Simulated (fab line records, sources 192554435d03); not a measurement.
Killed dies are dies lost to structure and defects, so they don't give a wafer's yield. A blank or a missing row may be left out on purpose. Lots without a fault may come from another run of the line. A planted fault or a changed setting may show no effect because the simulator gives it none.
fab line records | flow n5_finfet
record lots=11 wafers=31 last_day=17
route steps=1938 shown BEOL_M11@1571 PASSIVATION@1936
lots that met no fault: from a run of the same line without faults
start_h: hours from the record's first day to the start of the lot's first wafer shown | wait_h: hours since the lot's step before | " the same as in the row above | L1.1+2: a row that stands for several wafers | - no value, or no start given | * or withheld: withheld | < > ~ a bound
route shown NAME@n: a module of which the file shows steps, and the number in the route of the first | usual: mean/standard deviation of fault-free wafers | same: alike in all rows | chamber/n: place in a boat | sites: the reading at each site | _std_site: their standard deviation | _edge_site: outer sites' mean less inner sites' | radius_mm: how far each site lies from the wafer's centre | mask NAME#n: copy n | behind: the tool/chamber that last shaped the wafer | hold: why the lot was held/for how many hours/how that ended | device: the transistor (n, p or np) that didn't switch | end of line: the same wafers' tests at the end of the route | a step without rows: its recipe alone | killed: dies lost to structure and defects at the first sort, not the wafer's yield | map: a wafer's dies, x killed, . not, _ none there
set.NAME: the setting as run; set.NAME@STEP: as run at that earlier step | model.NAME: the simulator's own value behind a step, which no gauge read
steps of the route over a sample of lots; a table a step, a row a wafer
services: from which hour (start_h, from the record's first day; less than 0 if before it) a tool's chamber was out of use, for how many hours, and why
## steps
# step N5_BEOL_M11_DESCUM_33
# recipe chemistry=O2 time_s=7.9 source_power_w=50 bias_power_w=20 pressure_mtorr=20 rf_frequency_hz=2.712e+07 temp_c=40 resist=CAR-ArF o2_flow_sccm=225
# usual drypump_motor_current_A=5.8/0.43 oes_product_au=0.81/0.099 rf_vpp_V=243.3/1.4 showerhead_plenum_p_Torr=2.10/0.079 throttle_valve_pct=20.43/0.26
# columns lot.wafer tool chamber start_h wait_h drypump_motor_current_A oes_product_au rf_hours_counter_h rf_vpp_V showerhead_plenum_p_Torr throttle_valve_pct
L487.1 rie_diel-06 0 234.59 0.1 5.5 1.00 1 244.0 2.23 20.31
L487.4 " 1 " " 6.2 0.73 - 244.8 2.18 20.79
L487.6 " 0 " " 5.4 1.00 - 246.2 2.23 20.31
L490.1 rie_diel-05 1 251.22 0.0 6.2 0.93 18 243.3 2.12 19.82
L490.4 " 2 " " 5.4 0.87 - 246.1 2.14 20.61
L490.5 " 1 " " 6.2 0.93 - 242.9 2.12 19.82
L488.1 rie_diel-01 0 253.18 0.0 6.7 0.72 233 243.4 2.04 20.31
L488.2 " 3 " " 5.9 0.92 18 243.5 2.06 20.40
L492.4 rie_diel-01 2 259.92 0.1 6.0 0.71 173 242.0 2.00 20.20
L492.5 " 3 " " 5.9 0.92 - 241.8 2.05 20.44
L491.1 rie_diel-06 0 260.23 0.2 5.5 0.96 10 244.4 2.22 20.32
L491.4 " 1 " " 6.2 0.73 184 243.7 2.18 20.83
L491.6 " 2 " " 5.7 0.97 - 244.8 2.23 20.62
L495.1 rie_diel-06 3 280.63 0.0 5.9 0.84 64 242.5 2.04 20.45
L495.2 " 1 " " 6.2 0.73 190 243.5 2.18 20.84
L495.3 " 2 " " 5.7 0.95 8 244.2 2.22 20.63
L496.2 rie_diel-01 0 280.71 0.0 6.7 0.72 240 242.9 2.04 20.33
L496.4 " 1 " " 4.9 0.68 230 243.7 2.13 20.49
L496.5 " 1 " " 4.9 0.68 - 244.0 2.13 20.48
L504.1 rie_diel-05 2 338.35 0.5 5.4 0.84 54 244.8 2.13 20.64
L504.2 " 0 " " 5.4 0.71 192 242.6 1.99 20.49
L504.4 " 3 " " 5.9 0.73 197 243.7 2.17 20.80
L505.1 rie_diel-01 3 354.29 0.0 5.9 0.85 51 242.6 2.04 20.45
L505.4 " 0 " " 6.7 0.96 - 242.6 2.04 20.00
L505.5 " 2 " " 6.0 0.70 - 242.0 1.99 20.27
L507.3 rie_diel-01 2 357.96 0.5 6.0 0.68 207 240.1 1.99 20.22
L507.5 " 0 " " 6.7 0.95 - 242.8 2.03 19.99
L507.6 " 2 " " 6.0 0.69 - 243.0 1.99 20.25
L509.1 rie_diel-05 1 379.71 0.0 6.2 0.85 60 242.4 2.10 19.89
L509.3 " 2 " " 5.4 0.82 68 242.7 2.13 20.67
L509.4 " 3 " " 5.9 0.71 211 244.0 2.16 20.81
# step N5_BEOL_M11_ETCH_41
# recipe chemistry=CH3F/O2 target=SiCN target_depth_a=426 taper_deg=2 time_s=86 ion_energy_ev=120 mask_material=TiN pressure_mtorr=30 source_w=395 bias_w=75 Ar_flow_sccm=150 CH3F_flow_sccm=30 O2_flow_sccm=20
# usual drypump_motor_current_A=5.8/0.43 oes_product_au=0.81/0.1 rf_vpp_V=297.5/1.7 showerhead_plenum_p_Torr=2.01/0.074 throttle_valve_pct=16.34/0.21
# columns lot.wafer tool chamber start_h wait_h drypump_motor_current_A oes_product_au rf_hours_counter_h rf_vpp_V showerhead_plenum_p_Torr throttle_valve_pct
L487.1 rie_diel-06 0 - - 5.5 0.99 1 299.6 2.15 16.29
L487.4 " 1 " " 6.2 0.75 - 298.9 2.07 16.63
L487.6 " 0 " " 5.5 0.99 - 298.7 2.15 16.30
L490.1 rie_diel-05 1 - - 6.2 0.94 18 299.3 2.04 15.82
L490.4 " 2 " " 5.4 0.87 - 298.2 2.05 16.44
L490.5 " 1 " " 6.2 0.94 - 298.7 2.04 15.81
L488.1 rie_diel-01 0 - - 6.7 0.72 233 297.7 1.98 16.43
L488.2 " 3 " " 5.9 0.93 18 296.4 1.95 16.20
L492.4 rie_diel-01 2 - - 6.0 0.71 173 294.0 1.93 16.22
L492.5 " 3 " " 5.8 0.93 - 297.7 1.95 16.20
L491.1 rie_diel-06 0 - - 5.5 0.95 10 300.5 2.15 16.31
L491.4 " 1 " " 6.2 0.74 184 299.2 2.07 16.65
L491.6 " 2 " " 5.8 0.98 - 299.9 2.12 16.37
L495.1 rie_diel-06 3 - - 5.8 0.85 65 295.7 1.95 16.26
L495.2 " 1 " " 6.2 0.73 190 298.3 2.07 16.66
L495.3 " 2 " " 5.8 0.96 8 298.3 2.12 16.38
L496.2 rie_diel-01 0 - - 6.7 0.71 240 297.5 1.98 16.45
L496.4 " 1 " " 4.9 0.68 231 297.3 2.05 16.55
L496.5 " 1 " " 5.0 0.68 - 298.8 2.05 16.56
L504.1 rie_diel-05 2 - - 5.4 0.82 55 297.2 2.05 16.49
L504.2 " 0 " " 5.4 0.69 192 296.8 1.91 16.46
L504.4 " 3 " " 5.9 0.72 197 298.9 2.07 16.61
L505.1 rie_diel-01 3 - - 5.9 0.87 51 296.6 1.94 16.25
L505.4 " 0 " " 6.7 0.97 - 296.6 1.97 16.04
L505.5 " 2 " " 6.0 0.68 - 294.4 1.92 16.28
L507.3 rie_diel-01 2 - - 6.0 0.69 207 294.8 1.92 16.29
L507.5 " 0 " " 6.7 0.95 - 295.8 1.97 16.03
L507.6 " 2 " " 6.0 0.68 - 294.6 1.92 16.28
L509.1 rie_diel-05 1 - - 6.2 0.86 60 297.6 2.02 15.91
L509.3 " 2 " " 5.4 0.80 69 298.6 2.04 16.52
L509.4 " 3 " " 5.9 0.71 211 299.4 2.06 16.62
# step N5_BEOL_M11_DEGAS_44
# recipe ambient=vacuum temp_c=250 time_s=60
# usual heater_power_w=332/43 susceptor_temp_C=249.99/0.2
# columns lot.wafer tool chamber start_h wait_h heater_power_w susceptor_temp_C
L487.1 pvd_sputter-01 - 235.89 0.4 418 250.00
L487.4 " - " " 326 250.07
L487.6 " - " " 313 249.76
L490.1 pvd_sputter-01 - 252.23 0.3 326 249.81
L490.4 " - " " 317 250.16
L490.5 " - " " 378 250.00
L488.1 pvd_sputter-03 - 254.30 0.4 286 250.38
L488.2 " - " " 277 250.11
L492.4 pvd_sputter-03 - 261.48 0.5 358 249.62
L492.5 " - " " 329 250.13
L491.1 pvd_sputter-03 - 261.64 0.7 340 249.70
L491.4 " - " " 288 249.94
L491.6 " - " " 273 250.28
L495.1 pvd_sputter-03 - 281.94 0.6 286 249.91
L495.2 " - " " 349 249.60
L495.3 " - " " 331 250.06
L496.2 pvd_sputter-01 - 282.63 0.8 318 250.23
L496.4 " - " " 330 250.41
L496.5 " - " " 327 249.99
L504.1 pvd_sputter-01 - 340.10 1.0 434 249.88
L504.2 " - " " 368 244.51
L504.4 " - " " 312 249.99
L505.1 pvd_sputter-03 - 355.34 0.3 341 250.08
L505.4 " - " " 348 249.92
L505.5 " - " " 275 249.89
L507.3 pvd_sputter-02 - 359.24 0.2 298 250.06
L507.5 " - " " 324 249.76
L507.6 " - " " 359 249.80
L509.1 pvd_sputter-03 - 381.00 0.5 273 249.99
L509.3 " - " " 354 249.94
L509.4 " - " " 350 249.93
# step N5_BEOL_M11_ALD_74
# recipe material=TaN target_thk_a=20 temp_c=275 ald_precursor_family=PDMAT ald_co_reactant=NH3 pressure_torr=3 carrier_flow_sccm=1500 pulse_time_s=2 purge_time_s=3 co_reactant_purge_time_s=2 co_reactant_pulse_time_s=3 ald_cycles=40 precursor_vessel_temp_c=75 precursor_vessel_pressure_torr=26.25 precursor_vessel_carrier_sccm=1000
# usual heater_power_w=436/30
# columns lot.wafer tool chamber start_h wait_h heater_power_w since_wet_clean_h
L487.1 ald_metal-04 0 236.01 0.1 382 4514
L487.4 " 1 " " 445 4514
L487.6 " 3 " " 450 -
L490.1 ald_metal-02 1 252.35 0.1 391 2992
L490.4 " 2 " " 455 2992
L490.5 " 0 " " 405 -
L488.1 ald_metal-01 2 254.42 0.1 488 1456
L488.2 " 1 " " 405 1456
L492.4 ald_metal-04 1 261.60 0.1 447 4540
L492.5 " 3 " " 468 -
L491.1 ald_metal-01 0 261.78 0.1 455 1463
L491.4 " 3 " " 467 1463
L491.6 " 1 " " 417 -
L495.1 ald_metal-04 2 282.14 0.1 451 4560
L495.2 " 1 " " 457 4560
L495.3 " 3 " " 466 4560
L496.2 ald_metal-02 2 282.73 0.0 454 3023
L496.4 " 1 " " 380 3023
L496.5 " 1 " " 392 -
L504.1 ald_metal-02 3 340.42 0.3 410 3080
L504.2 " 1 " " 387 3080
L504.4 " 2 " " 456 3080
L505.1 ald_metal-02 3 355.44 0.0 413 3095
L505.4 " 2 " " 464 3095
L505.5 " 3 " " 408 -
L507.3 ald_metal-02 2 359.34 0.0 446 3099
L507.5 " 1 " " 395 -
L507.6 " 2 " " 466 -
L509.1 ald_metal-01 2 381.10 0.0 483 1582
L509.3 " 0 " " 465 1582
L509.4 " 3 " " 454 1582
# step N5_PASSIVATION_PROBE_49
# usual defect_limited_yield=91.4/1.4 killed_at_M0_to_M3=32/10 killed_at_M4_up=13/5.6 killed_at_contacts=13/6.6 killed_at_front_end=39/13 killed_at_other=3.4/2.8 killed_dies=101/17 killed_open=66/13 killed_short=33/7 sort_bin_5_function=5.0/0.93 sort_bin_6_memory=3.2/0.65 sort_bin_8_speed=0.01/0.16 sort_n_pass=1078/17 sort_yield_pct=91.4/1.4
# same gross_dies=1180 killed_at_back_side=0 sort_bin_4_leakage[%]=0
# columns lot.wafer tool chamber start_h wait_h defect_limited_yield[%] killed_at_M0_to_M3 killed_at_M4_up killed_at_contacts killed_at_front_end killed_at_other killed_dies killed_open killed_short sort_bin_5_function[%] sort_bin_6_memory[%] sort_bin_8_speed[%] sort_n_pass sort_yield_pct[%]
L490.1 prober-02 - 292.74 0.0 90.3 39 10 7 51 8 115 70 39 5.7 3.2 0 1065 90.3
L490.4 prober-02 - 292.89 0.2 90.8 45 9 16 22 16 108 70 38 5.5 3.0 0 1072 90.8
L490.5 prober-02 - 292.94 0.2 89.4 44 12 19 46 4 125 71 47 6.0 3.4 0 1055 89.4
L488.1 prober-01 - 293.31 0.0 93.6 26 11 5 32 1 75 53 22 3.8 2.3 0 1105 93.6
L488.2 prober-01 - 293.36 0.1 90.2 32 10 15 55 4 116 73 43 6.3 3.1 0 1064 90.2
L491.1 prober-02 - 306.64 0.0 90.6 35 7 12 53 4 111 70 38 5.7 3.6 0 1069 90.6
L491.4 prober-02 - 306.79 0.2 89.2 36 15 13 60 3 127 92 31 6.3 3.9 0 1053 89.2
L491.6 prober-02 - 306.89 0.3 89.8 33 14 14 56 3 120 79 39 6.4 3.3 0 1060 89.8
L495.1 prober-02 - 323.01 0.0 91.4 24 11 14 51 2 102 73 22 4.2 3.7 0 1078 91.4
L495.2 prober-02 - 323.06 0.1 90.0 37 9 16 55 1 118 68 48 5.7 3.7 0 1062 90.0
L495.3 prober-02 - 323.11 0.1 91.1 31 13 21 38 2 105 69 35 5.6 2.8 0 1075 91.1
L496.2 prober-02 - 328.88 0.1 94.8 20 4 9 28 0 61 44 17 3.7 1.4 0 1119 94.8
L496.4 prober-02 - 328.98 0.2 92.5 19 4 13 51 1 88 60 28 4.7 2.6 0 1092 92.5
L496.5 prober-02 - 329.03 0.2 92.9 17 14 17 36 0 84 57 24 4.3 2.3 0 1096 92.9
L504.1 prober-02 - 383.09 0.0 92.0 31 13 4 39 7 94 57 26 4.0 2.8 0 1086 92.0
L504.2 prober-02 - 383.14 0.1 90.0 50 19 21 24 4 118 74 42 5.6 3.9 0 1062 90.0
L504.4 prober-02 - 383.24 0.2 91.6 43 12 11 28 5 99 56 38 5.1 2.5 0 1081 91.6
L505.1 prober-01 - 395.73 0.0 91.4 40 4 15 39 4 102 69 33 5.5 2.9 0 1078 91.4
L505.4 prober-01 - 395.88 0.2 91.3 36 13 12 38 4 103 65 32 4.6 3.3 0 1077 91.3
L505.5 prober-01 - 395.93 0.2 89.4 40 17 15 47 6 125 76 40 5.8 3.6 0 1055 89.4
# killed by level:class
L490.1 STI_FIN_REVEAL:geometric_particle:open=11 BEOL_M0_SAQP:geometric_particle:short=11 FIN_SAQP:geometric_particle:short=10 BEOL_M0_SAQP:geometric_particle:open=9 FIN_SAQP:geometric_particle:open=7 MOL_CONTACT_COAG:geometric_particle:open=6 BEOL_M2:geometric_particle:open=6 HKMG_FIN:area_etch=6
L490.4 BEOL_M2:geometric_particle:open=18 STI_FIN_REVEAL:geometric_particle:open=10 MOL_CONTACT_COAG:geometric_particle:open=10 BEOL_M3:geometric_particle:open=9 BEOL_M0_SAQP:geometric_particle:short=7 MOL_CONTACT_COAG:geometric_particle:short=6 BEOL_M0_SAQP:geometric_particle:open=6 FIN_SAQP:geometric_particle:short=4
L490.5 MOL_CONTACT_COAG:geometric_particle:open=15 BEOL_M2:geometric_particle:open=10 BEOL_M0_SAQP:geometric_particle:short=8 FIN_SAQP:geometric_particle:open=7 BEOL_M3:geometric_particle:short=7 HKMG_FIN:area_etch=7 BEOL_M4:geometric_particle:open=6 STI_FIN_REVEAL:geometric_particle:open=5
L488.1 STI_FIN_REVEAL:geometric_particle:open=13 BEOL_M3:geometric_particle:open=11 FIN_SAQP:geometric_particle:short=5 BEOL_M1:geometric_particle:open=5 BEOL_M4:geometric_particle:open=5 FIN_SAQP:geometric_particle:open=4 MOL_CONTACT_COAG:geometric_particle:open=4 BEOL_M0:geometric_particle:short=3
L488.2 FIN_SAQP:geometric_particle:open=16 MOL_CONTACT_COAG:geometric_particle:open=13 FIN_SAQP:geometric_particle:short=9 GATE_CUT:geometric_particle:short=8 BEOL_M3:geometric_particle:open=8 BEOL_M0_SAQP:geometric_particle:short=7 BEOL_M0_SAQP:geometric_particle:open=7 STI_FIN_REVEAL:geometric_particle:open=4
L491.1 STI_FIN_REVEAL:geometric_particle:open=13 MOL_CONTACT_COAG:geometric_particle:open=10 BEOL_M0_SAQP:geometric_particle:short=10 BEOL_M0_SAQP:geometric_particle:open=9 FIN_SAQP:geometric_particle:open=8 FIN_SAQP:geometric_particle:short=7 GATE_CUT:geometric_particle:short=7 BEOL_M2:geometric_particle:open=7
L491.4 STI_FIN_REVEAL:geometric_particle:open=16 FIN_SAQP:geometric_particle:open=14 MOL_CONTACT_COAG:geometric_particle:open=11 BEOL_M1:geometric_particle:open=7 BEOL_M4:geometric_particle:open=7 BEOL_M0_SAQP:geometric_particle:open=6 BEOL_M3:geometric_particle:open=6 FIN_SAQP:geometric_particle:short=5
L491.6 STI_FIN_REVEAL:geometric_particle:open=13 FIN_SAQP:geometric_particle:short=12 MOL_CONTACT_COAG:geometric_particle:open=10 FIN_SAQP:geometric_particle:open=9 BEOL_M3:geometric_particle:open=8 BEOL_M0_SAQP:geometric_particle:open=7 GATE_CUT:geometric_particle:open=6 BEOL_M0_SAQP:geometric_particle:short=5
L495.1 STI_FIN_REVEAL:geometric_particle:open=14 MOL_CONTACT_COAG:geometric_particle:open=13 FIN_SAQP:geometric_particle:short=9 FIN_SAQP:geometric_particle:open=8 BEOL_M1:geometric_particle:open=7 HKMG_FIN:area_etch=6 BEOL_M2:geometric_particle:open=5 BEOL_M0_SAQP:geometric_particle:open=4
L495.2 FIN_SAQP:geometric_particle:short=20 BEOL_M3:geometric_particle:open=12 MOL_CONTACT_COAG:geometric_particle:open=10 BEOL_M2:geometric_particle:open=8 GATE_CUT:geometric_particle:short=6 MOL_CONTACT_COAG:geometric_particle:short=6 FIN_SAQP:geometric_particle:open=5 STI_FIN_REVEAL:geometric_particle:open=5
L495.3 MOL_CONTACT_COAG:geometric_particle:open=17 FIN_SAQP:geometric_particle:open=13 BEOL_M0_SAQP:geometric_particle:short=7 FIN_SAQP:geometric_particle:short=6 BEOL_M1:geometric_particle:open=6 BEOL_M0_SAQP:geometric_particle:open=5 STI_FIN_REVEAL:geometric_particle:open=4 MOL_CONTACT_COAG:geometric_particle:short=4
L496.2 MOL_CONTACT_COAG:geometric_particle:open=9 STI_FIN_REVEAL:geometric_particle:open=7 GATE_CUT:geometric_particle:open=5 DUMMY_GATE:geometric_particle:open=4 BEOL_M1:geometric_particle:open=4 GATE_CUT:geometric_particle:short=3 BEOL_M3:geometric_particle:open=3 STARTING-WAFER:geometric_particle:short=3
L496.4 FIN_SAQP:geometric_particle:open=14 STI_FIN_REVEAL:geometric_particle:open=13 MOL_CONTACT_COAG:geometric_particle:open=11 BEOL_M0_SAQP:geometric_particle:short=8 BEOL_M0_SAQP:geometric_particle:open=7 STI_FIN_REVEAL:geometric_particle:short=4 DUMMY_GATE:geometric_particle:short=4 DUMMY_GATE:geometric_particle:open=4
L496.5 MOL_CONTACT_COAG:geometric_particle:open=14 FIN_SAQP:geometric_particle:short=6 BEOL_M0_SAQP:geometric_particle:open=6 BEOL_M0_SAQP:geometric_particle:short=6 STI_FIN_REVEAL:geometric_particle:open=5 DUMMY_GATE:geometric_particle:open=4 BEOL_M4:geometric_particle:open=4 BEOL_M7:geometric_particle:open=4
L504.1 HKMG_FIN:area_etch=11 GATE_CUT:geometric_particle:short=8 GATE_CUT:geometric_particle:open=8 BEOL_M0:geometric_particle:open=8 BEOL_M1:geometric_particle:open=5 BEOL_M4:geometric_particle:open=5 BEOL_M0_SAQP:geometric_particle:open=4 BEOL_M2:geometric_particle:open=4
L504.2 MOL_CONTACT_COAG:geometric_particle:open=15 BEOL_M0_SAQP:geometric_particle:short=12 FIN_SAQP:geometric_particle:open=10 BEOL_M2:geometric_particle:open=10 BEOL_M1:geometric_particle:open=10 MOL_CONTACT_COAG:geometric_particle:short=6 BEOL_M0_SAQP:geometric_particle:open=6 GATE_CUT:geometric_particle:short=4
L504.4 BEOL_M0_SAQP:geometric_particle:open=9 BEOL_M0_SAQP:geometric_particle:short=8 BEOL_M3:geometric_particle:open=7 FIN_SAQP:geometric_particle:open=6 MOL_CONTACT_COAG:geometric_particle:open=6 BEOL_M1:geometric_particle:open=6 MOL_CONTACT_COAG:geometric_particle:short=5 BEOL_M1:geometric_particle:short=5
L505.1 MOL_CONTACT_COAG:geometric_particle:open=12 BEOL_M0_SAQP:geometric_particle:short=11 STI_FIN_REVEAL:geometric_particle:open=10 FIN_SAQP:geometric_particle:open=9 BEOL_M0_SAQP:geometric_particle:open=9 BEOL_M3:geometric_particle:open=8 DUMMY_GATE:geometric_particle:open=6 BEOL_M3:geometric_particle:short=6
L505.4 BEOL_M3:geometric_particle:open=11 BEOL_M0_SAQP:geometric_particle:open=10 STI_FIN_REVEAL:geometric_particle:open=9 MOL_CONTACT_COAG:geometric_particle:open=8 DUMMY_GATE:geometric_particle:open=6 HKMG_FIN:area_etch=6 BEOL_M0_SAQP:geometric_particle:short=5 BEOL_M4:geometric_particle:short=5
L505.5 BEOL_M0_SAQP:geometric_particle:short=11 MOL_CONTACT_COAG:geometric_particle:open=9 BEOL_M0_SAQP:geometric_particle:open=8 HKMG_FIN:area_etch=8 FIN_SAQP:geometric_particle:open=7 DUMMY_GATE:geometric_particle:open=7 MOL_CONTACT_COAG:geometric_particle:short=6 BEOL_M1:geometric_particle:open=6
## services
# columns tool chamber start_h hours kind
rie_diel-06 0 213.94 - clean
rie_diel-06 0 213.94 - consumable_replace:focus_ring
rie_diel-06 0 213.94 - consumable_replace:showerhead
rie_diel-06 0 213.94 17.7 scheduled_down
rie_diel-06 0 213.94 17.7 vent_cycle
rie_diel-05 0 247.47 3.2 repair
rie_diel-05 3 249.30 7.6 repair
ald_metal-04 - 250.72 1.2 repair
ald_metal-04 0 264.65 1.6 repair
rie_diel-01 - 296.55 2.8 pm
ald_metal-02 - 306.27 0.4 repair
rie_diel-01 0 329.32 - clean
rie_diel-01 0 329.32 - consumable_replace:focus_ring
rie_diel-01 0 329.32 14.9 scheduled_down
rie_diel-01 0 329.32 14.9 vent_cycle
rie_diel-05 - 337.19 0.3 repair
ald_metal-02 - 341.47 8.7 pm
rie_diel-01 1 344.20 - clean
rie_diel-01 1 344.20 - consumable_replace:focus_ring
rie_diel-01 1 344.20 14.5 scheduled_down
rie_diel-01 1 344.20 14.5 vent_cycle
rie_diel-06 - 348.21 15.6 pm
rie_diel-06 0 369.66 5.8 repair
rie_diel-05 0 372.63 4.3 repair
## key
first_sign step=N5_BEOL_M11_DEGAS_44 reading=susceptor_temp_C direction=down sigmas=28 usual=* struck=*
effect none on later readings
met_at N5_BEOL_M11_DEGAS_44
struck_lots L504
struck_wafers L504.2
baseline_loss step=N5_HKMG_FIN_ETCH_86 wafers=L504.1
not_acting_at N5_BEOL_M11_DESCUM_33,N5_BEOL_M11_ETCH_41,N5_BEOL_M11_ALD_74
onset_between 252.23 340.10
fault kind=process_parameter_drift tool=pvd_sputter-01 chamber=- onset_h=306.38 steps=N5_BEOL_M11_DEGAS_44 channel=temp_c offset=* shape=step end_h=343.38 acts_in=* stated=* scope=struck_wafers_only
# baseline_loss: these wafers lose ten dies or more at that step, a loss of the line's own and not of a fault; the sort's usual values leave them out
